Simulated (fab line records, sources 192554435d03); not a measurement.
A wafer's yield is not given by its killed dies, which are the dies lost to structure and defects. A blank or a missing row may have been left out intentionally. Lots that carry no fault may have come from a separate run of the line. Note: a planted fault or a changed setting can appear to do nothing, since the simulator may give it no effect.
Problem report, 8D (eight disciplines) form, completed by code / flow n5_finfet / the parts of the form that need people (team, actions taken, sign-off) are left out

## 1. THE PROBLEM
Wafers with no fault read 24.5 s with a standard deviation of 0.68, whereas barrier_field_endpoint_s at N5_BEOL_M3_CMP_52 reads a mean of 32.4 s on 1 wafer of 1 lot. That is +12 standard deviations from the usual mean.
The step: polishes, stops on SiOC, t overpolish 6.8 s, target thk 40 nm.
The first sign was on wafer L359.2 at day 11 11:23, on cmp-01. The record has a number at this step for 29 wafers belonging to 10 lots. Rule for "out" (also "out of limits"): further than 4 standard deviations from the usual mean. Any other wafer with a number is counted as sound.

## 2. WHAT IT IS; WHAT IT IS NOT
question=which readings at this step | is=barrier_field_endpoint_s | is not=motor_current_A, pad_life_wafers, slurry_filter_dp_kPa
question=which lots | is=L359 | is not=L344, L345, L346, L347, L349, L353, L361, L363, L366
question=which wafers of those lots | is=L359.2 | is not=L359.4, L359.6
question=read on which tools | is=cmp-01 | is not=cmp-03, cmp-04
question=when | is=from day 11 11:23 | is not=up to then (19 sound wafers); but 9 sound wafers of L361, L363, L366 came after

## 3. THE SUSPECTS, EACH WITH WHAT RULES IT OUT
Counting: a tool at a process step up to the reading stays a suspect if it ran every lot that is out. Sound lots after the first of them don't rule it out here, since some wafers of a struck lot are sound.
- pecvd-03 at N5_BEOL_M3_PECVD_72 (deposits SiO2 from TEOS/O2, target thk 16 nm, time 18 s): kept. It processed L359, the lot that is out, at day 10 21:20, and its most recent sound lot before then was L349 at day 8 03:12.
- pvd_sputter-02 at N5_BEOL_M3_SPUTTER_92 (material Cu, target thk 4.5 nm, time 8.29 s): kept. It processed L359, the lot that is out, at day 11 10:17, and its most recent sound lot before then was L349 at day 8 18:13.
- rtp_anneal-01 at N5_BEOL_M3_ANNEAL_51 (time 90 s): kept. It processed L359, the lot that is out, at day 11 11:08, and its most recent sound lot before then was L349 at day 8 18:54.
- cmp-01 at N5_BEOL_M3_CMP_52 (polishes, stops on SiOC, t overpolish 6.8 s, target thk 40 nm): kept. It processed L359, the lot that is out, at day 11 11:23, and its most recent sound lot before then was L346 at day 7 14:21. Its own barrier_field_endpoint_s readings are out on those wafers.
- Within pecvd-03 at N5_BEOL_M3_PECVD_72: the wafers that are out ran in chamber 2; their sound lot-mates ran in chambers 0, 1.
- The sound lot-mates ran in chamber 3 of cmp-01 at N5_BEOL_M3_CMP_52, but the wafers that are out ran in chamber 2.
Left after counting: pecvd-03 at N5_BEOL_M3_PECVD_72, pvd_sputter-02 at N5_BEOL_M3_SPUTTER_92, rtp_anneal-01 at N5_BEOL_M3_ANNEAL_51, cmp-01 at N5_BEOL_M3_CMP_52.

## 4. THE CAUSE (what the simulator had put in)
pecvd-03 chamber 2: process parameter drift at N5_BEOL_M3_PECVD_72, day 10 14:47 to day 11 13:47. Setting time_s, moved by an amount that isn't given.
4 suspects survive the count, and this tool is in that group.

## 5. SEQUENCE OF EFFECTS, ordered by route
Each row: a reading where the mean over the struck wafers with a number is more than 3 standard deviations away from the usual. Readings are gone through only where the record gives a usual standard deviation; hours: the median, over the lots, of the time from a lot's start at the first step in this table giving one to that lot's start at this step; sigmas: the change measured in usual standard deviations.
hours=0; step=N5_BEOL_M3_CMP_52; reading=barrier_field_endpoint_s; usual=24.5 s; on struck wafers=32.4; change=+7.9; sigmas=+12
Its process steps:
- N5_BEOL_M3_CMP_52: polishes, stops on SiOC, t overpolish 6.8 s, target thk 40 nm.
Later measuring or inspecting steps at which every struck wafer that the step has a row for has a number for every such reading, and none has moved that far: N5_BEOL_M4_RC_MEAS_101.

## 6. WHAT WOULD HAVE CAUGHT IT SOONER
The fault began at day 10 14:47; the first out-of-limits reading in this record came at day 11 11:23, 21 hours later.
No tool reading at N5_BEOL_M3_PECVD_72 that has a usual standard deviation in the record was out on any struck wafer, so an alarm limit of 4 standard deviations on those readings would not have fired.
All the lots that are out (1) had begun N5_BEOL_M3_PECVD_72 on pecvd-03 by day 11 11:23. Tool hold at that time: it would have spared none of them.
